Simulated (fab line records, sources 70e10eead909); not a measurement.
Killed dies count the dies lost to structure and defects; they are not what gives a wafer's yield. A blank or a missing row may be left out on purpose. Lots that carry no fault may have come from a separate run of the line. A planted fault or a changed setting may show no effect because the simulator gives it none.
Chamber matching    flow nandHarc    NHARC_A_SGD_CUT_DESCUM_14 on rieDiel-02: 4 sister chambers
The step chemistry O2, time 3 s. 4 wafers are shown with their chamber, then 10 later ones without.

WAFERS WITH THEIR CHAMBER
wafer   chamber  drypumpMotorCurrentA (A)
L082.6  0        5.81
L085.1  3        6.11
L087.2  1        6.37
L087.4  2        5.99

WAFERS MISSING THEIR CHAMBER
wafer   drypumpMotorCurrentA (A)
L087.6  6.40
L089.2  6.01
L089.3  6.36
L089.5  6.11
L090.1  6.38
L090.2  6.11
L090.6  6.38
L092.4  5.96
L092.5  5.97
L092.6  6.38

THE CHAMBER EACH PASSED THROUGH
wafer   from the rows above  in truth
L087.6  1                    1
L089.2  2                    2
L089.3  1                    1
L089.5  3                    3
L090.1  1                    1
L090.2  3                    3
L090.6  1                    1
L092.4  2                    2
L092.5  2                    2
L092.6  1                    1
Placed correctly: 10 of 10. Left unplaced by these rows: 0. 0 placed wrongly.
How it was worked out, from the rows above alone: a wafer's distance from a chamber is the root of the sum, over the readings, of the square of ((its reading less the chamber's mean) divided by the reading's scatter). The wafer belongs to the nearest chamber; if the next one is less than 2 further off, it can't be placed. Each chamber's mean is taken over the wafers shown for it. The scatter: with one shown wafer a chamber, the root of the mean of the squares of how far each hidden wafer lies from its nearest shown one.
